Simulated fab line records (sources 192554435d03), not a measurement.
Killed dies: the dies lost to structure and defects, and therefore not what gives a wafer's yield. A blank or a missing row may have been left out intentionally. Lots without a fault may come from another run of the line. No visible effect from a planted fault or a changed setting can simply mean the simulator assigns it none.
Code-filled problem report in 8D (eight disciplines) form / flow n5-finfet / the parts of the form that need people (team, actions taken, sign-off) are left out

1. THE ISSUE
At N5_PASSIVATION_PROBE_49, killed_at_M4_up averages 142 over 2 wafers from 2 lots, while fault-free wafers read 13, standard deviation 4.8. Relative to the usual mean, that is a shift of +27 standard deviations.
First observed at day 16 02:11: wafer L592.3, on prober-01. The record holds 6 wafers of 2 lots with a number at this step. By rule, "out" or "out of limits" means more than 4 standard deviations away from the usual mean. The other wafers with a number count as sound.

2. WHAT IT IS AND WHAT IT IS NOT
question=which readings at this step | is=killed_at_M4_up, defect-limited-yield, killed-dies, sort_bin_5_function, sort-n-pass, sort-yield-pct | is not=killed_at_M0_to_M3, killed-at-contacts, killed-at-front-end, killed-at-other, killed-open, killed-short
question=which lots | is=L592, L598 | is not=-
question=which wafers of those lots | is=L592.3, L598.6 | is not=L592.1, L592.2, L598.1, L598.5
question=read on which tools | is=prober-01 | is not=-
question=when | is=from day 16 02:11 | is not=up to then (2 sound wafers); but 2 sound wafers of L598 came after

3. SUSPECTS, AND WHAT RULES EACH OUT
Counting: a tool at a process step up to the reading stays a suspect if it ran every lot that is out. Sound lots after the first of them don't rule it out here, since some wafers of a struck lot are sound.
- wet-bench-01 at N5_BEOL_M9_PRECLEAN_42 (cleans in residue remover, time 60 s): kept. It ran every lot that is out, first L592 (day 13 12:39).
- prober-01 at N5_PASSIVATION_PROBE_49: kept. It ran every lot that is out, first L592 (day 16 02:05). Its own readings are out on those wafers: defect-limited-yield, killed_at_M4_up, killed-dies, sort_bin_5_function, sort-n-pass, sort-yield-pct.
- Within wet-bench-01 at N5_BEOL_M9_PRECLEAN_42: the wafers that are out ran in chamber 1; their sound lot-mates ran in chambers 2, 3, 6.
Remaining after the count are wet-bench-01 at N5_BEOL_M9_PRECLEAN_42 and prober-01 at N5_PASSIVATION_PROBE_49.

4. THE CAUSE (what the simulator had put in)
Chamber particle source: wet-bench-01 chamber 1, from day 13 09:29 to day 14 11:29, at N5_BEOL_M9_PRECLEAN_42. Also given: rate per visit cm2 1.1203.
This tool is one of the 2 suspects left after counting.

5. SEQUENCE OF EFFECTS, ordered by route
Each row: a reading whose mean over the struck wafers that have a number lies more than 3 standard deviations from the usual. Scope: only readings with a usual standard deviation given in the record; hours: median across lots of the time from each lot's start at the first step in this table that gives one to its start at this step; sigmas: change in usual standard deviations.
hours=0; step=N5_PASSIVATION_PROBE_49; reading=defect-limited-yield; usual=91.3 %; on struck wafers=82.0; change=-9.3; sigmas=-6.7
hours=0; step=N5_PASSIVATION_PROBE_49; reading=killed_at_M4_up; usual=13; on struck wafers=142; change=+129; sigmas=+27
hours=0; step=N5_PASSIVATION_PROBE_49; reading=killed-dies; usual=103; on struck wafers=213; change=+110; sigmas=+6.9
hours=0; step=N5_PASSIVATION_PROBE_49; reading=sort_bin_5_function; usual=5.1 %; on struck wafers=11.6; change=+6.5; sigmas=+6.8
hours=0; step=N5_PASSIVATION_PROBE_49; reading=sort-n-pass; usual=1077; on struck wafers=967; change=-110; sigmas=-6.9
hours=0; step=N5_PASSIVATION_PROBE_49; reading=sort-yield-pct; usual=91.3 %; on struck wafers=82.0; change=-9.3; sigmas=-6.7
Its process steps:
- N5_PASSIVATION_PROBE_49

6. WHAT WOULD HAVE CAUGHT IT SOONER
65 hours passed between the start of the fault at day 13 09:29 and the first reading out of limits in this record, taken at day 16 02:11.
Of the tool readings at N5_BEOL_M9_PRECLEAN_42 for which the record gives a usual standard deviation, none was out on any struck wafer, so an alarm limit of 4 standard deviations on them would not have fired.
By day 16 02:11 the whole set of lots that are out, 2 in number, had already begun N5_BEOL_M9_PRECLEAN_42 on wet-bench-01. Tool hold at that time: it would have spared none of them.
